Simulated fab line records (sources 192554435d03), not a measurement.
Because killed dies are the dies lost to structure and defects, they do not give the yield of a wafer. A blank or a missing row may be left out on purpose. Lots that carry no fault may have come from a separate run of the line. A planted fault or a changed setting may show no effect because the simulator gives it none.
Chamber matching ; flow n5_finfet ; N5_BEOL_M7_PECVD_70 on pecvd-01: 3 sister chambers
The step deposits SiO2 from TEOS/O2, target thk 20 nm, time 22.7 s. 3 wafers are shown with their chamber, then 9 later ones without.

EACH WAFER AND ITS CHAMBER
wafer;chamber;throttle_valve_pct (%)
L089.1;1;21.4
L089.5;2;21.6
L089.6;0;24.3

WAFERS WHOSE CHAMBER IS MISSING
wafer;throttle_valve_pct (%)
L092.1;24.2
L092.2;21.6
L092.4;24.6
L095.3;21.9
L095.4;21.6
L095.6;24.3
L096.1;24.6
L096.4;21.4
L096.5;24.5

EACH ONE'S CHAMBER
wafer;from the rows above;in truth
L092.1;0;0
L092.2;can't be placed: 2 or 1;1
L092.4;0;0
L095.3;can't be placed: 2 or 1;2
L095.4;can't be placed: 2 or 1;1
L095.6;0;0
L096.1;0;0
L096.4;can't be placed: 1 or 2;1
L096.5;0;0
Correctly placed: 5 of 9. These rows do not allow placing 4 (true chamber among the candidates in 4). Number placed wrongly: 0.
How it was worked out, from the rows above alone: a wafer's distance from a chamber is the root of the sum, over the readings, of the square of ((its reading less the chamber's mean) divided by the reading's scatter). The wafer belongs to the nearest chamber; if the next one is less than 2 further off, it can't be placed. A chamber's mean is the mean of its shown wafers. The scatter (one wafer shown for each chamber): square how far every hidden wafer sits from the nearest shown wafer, average those squares and take the square root.
